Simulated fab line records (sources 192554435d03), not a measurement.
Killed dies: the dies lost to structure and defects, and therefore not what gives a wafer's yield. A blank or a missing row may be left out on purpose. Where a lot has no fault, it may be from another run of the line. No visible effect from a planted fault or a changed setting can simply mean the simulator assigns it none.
Which tool was responsible? / flow n5Finfet / 26 wafers from 9 lots sampled at 5 of the route's 1938 steps

WHAT THE GAUGES SHOWED, per wafer
N5_PMOS_HMC_CHANNEL_EPI_OVL_MEAS_10. Usual: PMOS_HMC_BLK_OVL gives 0.0 nm (standard deviation 0.81).
lot=L404; measured=day 1 17:14; on=overlay-02; PMOS_HMC_BLK_OVL (nm)=-0.9 -1.0 -1.3; flag=
lot=L405; measured=day 1 23:03; on=overlay-01; PMOS_HMC_BLK_OVL (nm)=-1.2 -1.1 -1.3; flag=
lot=L408; measured=day 2 17:10; on=overlay-01; PMOS_HMC_BLK_OVL (nm)=-0.5 -1.6 -0.1; flag=
lot=L412; measured=day 3 17:52; on=overlay-01; PMOS_HMC_BLK_OVL (nm)=1.1 1.1; flag=
lot=L415; measured=day 4 12:01; on=overlay-02; PMOS_HMC_BLK_OVL (nm)=0.2 -0.1 -0.2; flag=
lot=L419; measured=day 5 11:40; on=overlay-02; PMOS_HMC_BLK_OVL (nm)=-0.7 0.1 -0.3; flag=
lot=L422; measured=day 6 05:09; on=overlay-01; PMOS_HMC_BLK_OVL (nm)=-0.7 1.0 -0.6; flag=
lot=L423; measured=day 6 11:19; on=overlay-02; PMOS_HMC_BLK_OVL (nm)=0.9 -1.5 0.2; flag=
lot=L425; measured=day 6 23:40; on=overlay-01; PMOS_HMC_BLK_OVL (nm)=0.3 -0.4 0.7; flag=

N5_BEOL_M4_RC_MEAS_101. Usual: CJ_N 4.38, standard deviation 0.091; CJ_P 5.85, standard deviation 0.16; DIBL_N 35.8 mV/V, standard deviation 1.8; DIBL_P 35.9 mV/V, standard deviation 2.2; IOFF_N 0.16 nA/um, standard deviation 0.035; IOFF_P 0.21 nA/um, standard deviation 0.04; ION_N 672 uA/um, standard deviation 11; ION_P 461 uA/um, standard deviation 7.4; RS_NWELL 1038 ohm/sq, standard deviation 7.1; RS_PWELL 3018 ohm/sq, standard deviation 21; SS_N 71.4 mV/dec, standard deviation 0.64; SS_P 73.2 mV/dec, standard deviation 0.67; VT_N 250 mV, standard deviation 3.5; VT_P -251 mV, standard deviation 3.4.
lot=L404; measured=day 7 19:40; on=prober-02; CJ_N=4.35 4.38 4.34; CJ_P=6.05 6.03 6.05; DIBL_N (mV/V)=35.0 35.8 35.0; DIBL_P (mV/V)=34.4 36.3 35.2; IOFF_N (nA/um)=0.15 0.17 0.15; IOFF_P (nA/um)=0.16 0.19 0.17; ION_N (uA/um)=664 691 671; ION_P (uA/um)=450 467 459; RS_NWELL (ohm/sq)=1045 1038 1033; RS_PWELL (ohm/sq)=2993 3031 3014; SS_N (mV/dec)=71.5 72.1 72.0; SS_P (mV/dec)=73.0 73.8 72.7; VT_N (mV)=250 248 248; VT_P (mV)=-254 -252 -252; flag=
lot=L405; measured=day 8 15:25; on=prober-01; CJ_N=4.40 4.42 4.43; CJ_P=5.82 6.06 6.04; DIBL_N (mV/V)=34.9 32.9 34.9; DIBL_P (mV/V)=36.2 34.3 36.9; IOFF_N (nA/um)=0.17 0.14 0.17; IOFF_P (nA/um)=0.23 0.20 0.25; ION_N (uA/um)=675 669 677; ION_P (uA/um)=468 463 476; RS_NWELL (ohm/sq)=1047 1045 1050; RS_PWELL (ohm/sq)=3024 3025 3010; SS_N (mV/dec)=71.4 71.4 71.0; SS_P (mV/dec)=74.0 72.7 72.8; VT_N (mV)=247 250 245; VT_P (mV)=-246 -250 -246; flag=
lot=L408; measured=day 8 20:38; on=prober-02; CJ_N=4.25 4.37 4.40; CJ_P=5.96 5.99 6.06; DIBL_N (mV/V)=37.6 34.5 35.5; DIBL_P (mV/V)=39.3 35.6 37.1; IOFF_N (nA/um)=0.21 0.15 0.17; IOFF_P (nA/um)=0.27 0.21 0.24; ION_N (uA/um)=679 670 676; ION_P (uA/um)=467 459 473; RS_NWELL (ohm/sq)=1041 1038 1035; RS_PWELL (ohm/sq)=3005 2995 2983; SS_N (mV/dec)=72.1 71.0 71.4; SS_P (mV/dec)=73.9 72.9 73.0; VT_N (mV)=247 250 251; VT_P (mV)=-246 -247 -248; flag=
lot=L412; measured=day 9 22:04; on=prober-02; CJ_N=4.45 4.94; CJ_P=5.96 4.65; DIBL_N (mV/V)=36.3 35.4; DIBL_P (mV/V)=36.0 36.8; IOFF_N (nA/um)=0.15 0.13; IOFF_P (nA/um)=0.18 0.20; ION_N (uA/um)=663 650; ION_P (uA/um)=455 461; RS_NWELL (ohm/sq)=1041 1060; RS_PWELL (ohm/sq)=3021 3165; SS_N (mV/dec)=71.7 70.9; SS_P (mV/dec)=73.6 73.7; VT_N (mV)=251 251; VT_P (mV)=-253 -250; flag=OFF
lot=L415; measured=day 10 22:46; on=prober-02; CJ_N=4.35 4.86 4.39; CJ_P=5.40 4.65 5.62; DIBL_N (mV/V)=35.6 38.0 37.0; DIBL_P (mV/V)=35.6 39.6 37.5; IOFF_N (nA/um)=0.14 0.18 0.18; IOFF_P (nA/um)=0.18 0.25 0.21; ION_N (uA/um)=674 666 685; ION_P (uA/um)=455 461 465; RS_NWELL (ohm/sq)=1050 1053 1050; RS_PWELL (ohm/sq)=3077 3170 3072; SS_N (mV/dec)=71.6 72.0 72.7; SS_P (mV/dec)=73.2 73.4 73.6; VT_N (mV)=249 250 249; VT_P (mV)=-251 -249 -250; flag=OFF
lot=L419; measured=day 12 13:22; on=prober-02; CJ_N=4.45 4.44 4.38; CJ_P=5.94 6.00 5.95; DIBL_N (mV/V)=37.4 39.5 34.0; DIBL_P (mV/V)=36.8 40.4 33.2; IOFF_N (nA/um)=0.21 0.25 0.13; IOFF_P (nA/um)=0.27 0.34 0.20; ION_N (uA/um)=697 702 667; ION_P (uA/um)=478 486 462; RS_NWELL (ohm/sq)=1039 1043 1033; RS_PWELL (ohm/sq)=3026 3017 3027; SS_N (mV/dec)=71.8 72.1 70.4; SS_P (mV/dec)=73.6 73.8 72.5; VT_N (mV)=245 242 252; VT_P (mV)=-244 -243 -247; flag=
lot=L422; measured=day 12 16:39; on=prober-01; CJ_N=4.34 4.33 4.18; CJ_P=5.97 5.67 5.69; DIBL_N (mV/V)=37.3 37.0 32.9; DIBL_P (mV/V)=36.3 35.8 31.6; IOFF_N (nA/um)=0.18 0.16 0.11; IOFF_P (nA/um)=0.21 0.20 0.15; ION_N (uA/um)=672 682 661; ION_P (uA/um)=458 464 456; RS_NWELL (ohm/sq)=1030 1036 1026; RS_PWELL (ohm/sq)=2973 2997 2990; SS_N (mV/dec)=72.0 70.6 70.9; SS_P (mV/dec)=73.2 73.4 72.5; VT_N (mV)=248 249 252; VT_P (mV)=-251 -251 -256; flag=
lot=L423; measured=day 12 20:54; on=prober-01; CJ_N=4.36 4.39 4.37; CJ_P=5.94 5.86 5.82; DIBL_N (mV/V)=37.0 37.4 36.3; DIBL_P (mV/V)=36.5 37.5 36.1; IOFF_N (nA/um)=0.16 0.17 0.17; IOFF_P (nA/um)=0.22 0.26 0.22; ION_N (uA/um)=673 670 671; ION_P (uA/um)=455 462 463; RS_NWELL (ohm/sq)=1034 1050 1047; RS_PWELL (ohm/sq)=3001 3023 2980; SS_N (mV/dec)=71.6 71.8 71.5; SS_P (mV/dec)=73.1 74.1 73.4; VT_N (mV)=251 248 250; VT_P (mV)=-249 -245 -247; flag=
lot=L425; measured=day 12 23:56; on=prober-01; CJ_N=4.54 4.41 4.46; CJ_P=5.71 5.66 5.97; DIBL_N (mV/V)=37.1 36.5 33.7; DIBL_P (mV/V)=37.8 36.8 32.5; IOFF_N (nA/um)=0.17 0.15 0.11; IOFF_P (nA/um)=0.21 0.20 0.15; ION_N (uA/um)=679 674 660; ION_P (uA/um)=458 468 454; RS_NWELL (ohm/sq)=1047 1047 1050; RS_PWELL (ohm/sq)=3043 3022 3052; SS_N (mV/dec)=72.1 71.4 70.9; SS_P (mV/dec)=74.1 73.9 72.8; VT_N (mV)=246 251 255; VT_P (mV)=-251 -255 -255; flag=

WHICH TOOL RAN EACH LOT (tool, then ch and the chambers of the sampled wafers, then the start)
lot=L404; N5_WELL_APT_EPI_41=epiRpcvd-03 ch 0, day 1 16:14; N5_PMOS_HMC_CHANNEL_EPI_ETCH_32=rieDiel-03 ch 0,1,3, day 1 18:01; N5_PMOS_HMC_CHANNEL_EPI_EPI_26=epiRpcvd-02 ch 0, day 1 20:26
lot=L405; N5_WELL_APT_EPI_41=epiRpcvd-03 ch 0, day 1 22:09; N5_PMOS_HMC_CHANNEL_EPI_ETCH_32=rieDiel-03 ch 1,3, day 1 23:09; N5_PMOS_HMC_CHANNEL_EPI_EPI_26=epiRpcvd-03 ch 0, day 2 01:59
lot=L408; N5_WELL_APT_EPI_41=epiRpcvd-01 ch 0, day 2 16:16; N5_PMOS_HMC_CHANNEL_EPI_ETCH_32=rieDiel-03 ch 1,2,3, day 2 17:16; N5_PMOS_HMC_CHANNEL_EPI_EPI_26=epiRpcvd-03 ch 0, day 2 19:42
lot=L412; N5_WELL_APT_EPI_41=epiRpcvd-03 ch 0, day 3 16:57; N5_PMOS_HMC_CHANNEL_EPI_ETCH_32=rieDiel-01 ch 1,3, day 3 17:58; N5_PMOS_HMC_CHANNEL_EPI_EPI_26=epiRpcvd-03 ch 0, day 3 20:34
lot=L415; N5_WELL_APT_EPI_41=epiRpcvd-03 ch 0, day 4 10:43; N5_PMOS_HMC_CHANNEL_EPI_ETCH_32=rieDiel-06 ch 0,3, day 4 12:07; N5_PMOS_HMC_CHANNEL_EPI_EPI_26=epiRpcvd-01 ch 0, day 4 14:26
lot=L419; N5_WELL_APT_EPI_41=epiRpcvd-01 ch 0, day 5 10:44; N5_PMOS_HMC_CHANNEL_EPI_ETCH_32=rieDiel-01 ch 1,2, day 5 11:46; N5_PMOS_HMC_CHANNEL_EPI_EPI_26=epiRpcvd-01 ch 0, day 5 14:14
lot=L422; N5_WELL_APT_EPI_41=epiRpcvd-04 ch 0, day 6 04:07; N5_PMOS_HMC_CHANNEL_EPI_ETCH_32=rieDiel-01 ch 1,2,3, day 6 05:20; N5_PMOS_HMC_CHANNEL_EPI_EPI_26=epiRpcvd-01 ch 0, day 6 07:43
lot=L423; N5_WELL_APT_EPI_41=epiRpcvd-01 ch 0, day 6 10:13; N5_PMOS_HMC_CHANNEL_EPI_ETCH_32=rieDiel-03 ch 1,2,3, day 6 11:25; N5_PMOS_HMC_CHANNEL_EPI_EPI_26=epiRpcvd-03 ch 0, day 6 14:39
lot=L425; N5_WELL_APT_EPI_41=epiRpcvd-01 ch 0, day 6 22:29; N5_PMOS_HMC_CHANNEL_EPI_ETCH_32=rieDiel-01 ch 0,1,3, day 6 23:46; N5_PMOS_HMC_CHANNEL_EPI_EPI_26=epiRpcvd-02 ch 0, day 7 02:13
- N5_WELL_APT_EPI_41: deposits Si from SiH4/H2, target thk 50 nm, time 297.7 s.
- N5_PMOS_HMC_CHANNEL_EPI_ETCH_32: etches BARC in N2/H2, stops on SiO2, target depth 85.8 nm, time 50.3 s.
- N5_PMOS_HMC_CHANNEL_EPI_EPI_26: deposits Si from SiH4/H2, target thk 3.8 nm, time 22.7 s.

WHAT THE TOOLS THEMSELVES READ (means of the sampled wafers that have a number; where no wafer has one, the mark that the record gives instead)
N5_WELL_APT_EPI_41. Usual: runLengthS 358 s, standard deviation 3.4; throttleValvePct 11.09 %, standard deviation 0.2.
lot=L404; tool=epiRpcvd-03; runLengthS (s)=355; throttleValvePct (%)=11.26; flag=
lot=L405; tool=epiRpcvd-03; runLengthS (s)=355; throttleValvePct (%)=11.13; flag=
lot=L408; tool=epiRpcvd-01; runLengthS (s)=355; throttleValvePct (%)=11.05; flag=
lot=L412; tool=epiRpcvd-03; runLengthS (s)=340; throttleValvePct (%)=11.29; flag=OFF
lot=L415; tool=epiRpcvd-03; runLengthS (s)=347; throttleValvePct (%)=11.34; flag=OFF
lot=L419; tool=epiRpcvd-01; runLengthS (s)=356; throttleValvePct (%)=10.96; flag=
lot=L422; tool=epiRpcvd-04; runLengthS (s)=357; throttleValvePct (%)=10.92; flag=
lot=L423; tool=epiRpcvd-01; runLengthS (s)=355; throttleValvePct (%)=11.04; flag=
lot=L425; tool=epiRpcvd-01; runLengthS (s)=363; throttleValvePct (%)=11.04; flag=

N5_PMOS_HMC_CHANNEL_EPI_ETCH_32. Usual: value, then standard deviation, for each; drypumpMotorCurrentA 5.8 A / 0.47; h2FlowSccm 200.0 sccm / 0.64; oesProductAu 0.67 a.u. / 0.073; rfFwdPowerW 831 W / 4.3; rfVppV 522.9 V / 1.6; showerheadPlenumPTorr 2.50 Torr / 0.051; throttleValvePct 17.97 % / 0.28.
lot=L404; tool=rieDiel-03; drypumpMotorCurrentA (A)=5.6; h2FlowSccm (sccm)=200.3; oesProductAu (a.u.)=0.62; rfFwdPowerW (W)=831; rfVppV (V)=523.3; showerheadPlenumPTorr (Torr)=2.52; throttleValvePct (%)=18.21; flag=
lot=L405; tool=rieDiel-03; drypumpMotorCurrentA (A)=5.5; h2FlowSccm (sccm)=200.0; oesProductAu (a.u.)=0.63; rfFwdPowerW (W)=838; rfVppV (V)=523.3; showerheadPlenumPTorr (Torr)=2.50; throttleValvePct (%)=18.20; flag=
lot=L408; tool=rieDiel-03; drypumpMotorCurrentA (A)=5.4; h2FlowSccm (sccm)=199.9; oesProductAu (a.u.)=0.64; rfFwdPowerW (W)=834; rfVppV (V)=522.5; showerheadPlenumPTorr (Torr)=2.50; throttleValvePct (%)=18.14; flag=
lot=L412; tool=rieDiel-01; drypumpMotorCurrentA (A)=6.2; h2FlowSccm (sccm)=200.0; oesProductAu (a.u.)=0.73; rfFwdPowerW (W)=827; rfVppV (V)=524.2; showerheadPlenumPTorr (Torr)=2.52; throttleValvePct (%)=17.64; flag=
lot=L415; tool=rieDiel-06; drypumpMotorCurrentA (A)=5.4; h2FlowSccm (sccm)=200.2; oesProductAu (a.u.)=0.70; rfFwdPowerW (W)=834; rfVppV (V)=522.3; showerheadPlenumPTorr (Torr)=2.46; throttleValvePct (%)=17.80; flag=
lot=L419; tool=rieDiel-01; drypumpMotorCurrentA (A)=6.0; h2FlowSccm (sccm)=199.5; oesProductAu (a.u.)=0.71; rfFwdPowerW (W)=830; rfVppV (V)=523.5; showerheadPlenumPTorr (Torr)=2.48; throttleValvePct (%)=17.79; flag=
lot=L422; tool=rieDiel-01; drypumpMotorCurrentA (A)=6.2; h2FlowSccm (sccm)=200.1; oesProductAu (a.u.)=0.66; rfFwdPowerW (W)=830; rfVppV (V)=522.8; showerheadPlenumPTorr (Torr)=2.51; throttleValvePct (%)=17.93; flag=
lot=L423; tool=rieDiel-03; drypumpMotorCurrentA (A)=5.4; h2FlowSccm (sccm)=200.0; oesProductAu (a.u.)=0.62; rfFwdPowerW (W)=836; rfVppV (V)=522.0; showerheadPlenumPTorr (Torr)=2.49; throttleValvePct (%)=18.19; flag=
lot=L425; tool=rieDiel-01; drypumpMotorCurrentA (A)=6.2; h2FlowSccm (sccm)=200.0; oesProductAu (a.u.)=0.74; rfFwdPowerW (W)=833; rfVppV (V)=522.6; showerheadPlenumPTorr (Torr)=2.50; throttleValvePct (%)=17.67; flag=

N5_PMOS_HMC_CHANNEL_EPI_EPI_26. Usual: throttleValvePct reads 11.09 % (standard deviation 0.22).
lot=L404; tool=epiRpcvd-02; throttleValvePct (%)=10.77; flag=
lot=L405; tool=epiRpcvd-03; throttleValvePct (%)=11.23; flag=
lot=L408; tool=epiRpcvd-03; throttleValvePct (%)=11.05; flag=
lot=L412; tool=epiRpcvd-03; throttleValvePct (%)=10.98; flag=
lot=L415; tool=epiRpcvd-01; throttleValvePct (%)=11.04; flag=
lot=L419; tool=epiRpcvd-01; throttleValvePct (%)=10.93; flag=
lot=L422; tool=epiRpcvd-01; throttleValvePct (%)=11.02; flag=
lot=L423; tool=epiRpcvd-03; throttleValvePct (%)=11.30; flag=
lot=L425; tool=epiRpcvd-02; throttleValvePct (%)=10.84; flag=

THE ANSWER, worked out from the rows above alone
Rule: a lot is off if the mean of its wafers that have a number lies more than 3 standard deviations from the usual mean. Also off: a lot with no number at a reading for which 4 or more lots have one. Where the step has rows for the other lots, those lots are counted as sound. First the gauges in route order, then the tools' own readings, where a lot's mean is used as printed above. At the first step where some lot is off, the reading lying furthest off is the one used; lots without a number count as furthest.
Off: L412, L415, seen at N5_BEOL_M4_RC_MEAS_101 (RS_PWELL).
If a tool, at a process step before that reading, ran all the lots that are off and no sound lot after the first of them, it fits. The gauges at N5_BEOL_M4_RC_MEAS_101 aren't tried: what is off there is off at N5_WELL_APT_EPI_41 too, on other tools, and a gauge's error can't cause that. One fits: N5_WELL_APT_EPI_41 on epiRpcvd-03. Its last sound lot is L405 (day 1 22:09), its first lot that is off L412 (day 3 16:57): a fault that began between those two fits.

WHAT THE SIMULATOR HAD INSERTED
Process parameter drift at N5_WELL_APT_EPI_41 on epiRpcvd-03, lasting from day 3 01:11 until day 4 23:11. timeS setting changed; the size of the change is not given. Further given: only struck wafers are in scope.
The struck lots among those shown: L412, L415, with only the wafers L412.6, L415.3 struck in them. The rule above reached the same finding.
